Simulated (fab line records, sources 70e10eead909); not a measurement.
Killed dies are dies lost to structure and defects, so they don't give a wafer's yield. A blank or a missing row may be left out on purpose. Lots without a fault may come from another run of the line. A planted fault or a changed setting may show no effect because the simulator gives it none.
Problem report in the 8D (eight disciplines) form, filled by code | flow nand_harc | the parts of the form that need people (team, actions taken, sign-off) are left out

1. THE PROBLEM
killed_dies at NHARC_END_SORT_01 reads a mean of 677 on 2 wafers of 1 lot; wafers without a fault read 58 with a standard deviation of 18. That is +34 standard deviations from the usual mean.
First seen on wafer L399.1, day 31 22:53, on prober-01. The record holds 9 wafers of 4 lots with a number at this step. Rule for "out", or "out of limits": more than 4 standard deviations from the usual mean. The other wafers with a number count as sound.

2. WHAT IT IS AND WHAT IT IS NOT
question                    | is                           | is not
which readings at this step | killed_dies, killed_at_array | killed_at_other, killed_at_periphery, killed_open, killed_short
which lots                  | L399                         | L388, L390, L391
which wafers of those lots  | all that have a number       | -
read on which gauges        | prober-01                    | prober-02
when                        | from day 31 22:53            | up to then (7 sound wafers)

3. SUSPECTS, AND WHAT RULES EACH OUT
Counting: a tool at a process step up to the reading stays a suspect if it ran every lot that is out and no sound lot after the first of them.
- the gauge at NHARC_END_SORT_01: ruled out. All the wafers that are out were read on prober-01, but those of them that NHARC_A_SGD_CUT_ETCH_16 has rows for are out there too, on other tools.
- cmp-03 at NHARC_A_STAIRCASE_CMP_472 (polishes SiO2): kept. It ran the lot that is out, L399 (day 26 21:53), and no sound lot after that; its last sound lot up to then is L390 (day 23 12:02).
- rie_diel-11 at NHARC_A_SGD_CUT_ETCH_16 (etches the open film in C4F8/O2/Ar, target depth 310.5 nm, time 155.2 s): kept. It ran the lot that is out, L399 (day 26 23:47), and no sound lot after that; its last sound lot up to then is L388 (day 22 02:25). Its own readings are out on those wafers: oes_product_au.
Left after counting: cmp-03 at NHARC_A_STAIRCASE_CMP_472, rie_diel-11 at NHARC_A_SGD_CUT_ETCH_16.

4. THE CAUSE (what the simulator had put in)
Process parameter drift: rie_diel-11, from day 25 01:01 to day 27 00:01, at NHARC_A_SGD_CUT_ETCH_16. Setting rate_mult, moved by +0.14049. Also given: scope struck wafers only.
Counting left 2 suspects, and this tool is among them.

5. THE CHAIN OF EFFECTS, in route order
Each row: a reading whose mean over the struck wafers that have a number lies more than 3 standard deviations from the usual. Only readings for which the record gives a usual standard deviation are gone through. hours: the time from each lot's start at the first step in this table that gives one to its start at this step, as a median over the lots. sigmas: the change in usual standard deviations.
hours | step                    | reading         | usual      | on struck wafers | change | sigmas
0     | NHARC_A_SGD_CUT_ETCH_16 | oes_product_au  | 0.971 a.u. | 1.050            | +0.079 | +5.3
119   | NHARC_END_SORT_01       | killed_at_array | 53         | 674              | +622   | +33
119   | NHARC_END_SORT_01       | killed_dies     | 58         | 677              | +619   | +34
The process steps in it:
- NHARC_A_SGD_CUT_ETCH_16: etches the open film in C4F8/O2/Ar, target depth 310.5 nm, time 155.2 s.

6. WHAT WOULD HAVE CAUGHT IT SOONER
In this record the first reading out of limits at a measuring or inspecting step was taken at day 31 22:53, 166 hours after the fault began at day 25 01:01.
The tool's own readings at NHARC_A_SGD_CUT_ETCH_16 were out on every struck wafer that the step has a row for (oes_product_au): an alarm limit on them would have fired on the first of those.
All the lots that are out (1) had begun NHARC_A_SGD_CUT_ETCH_16 on rie_diel-11 by day 31 22:53. A hold on the tool at that time would have spared none of them.
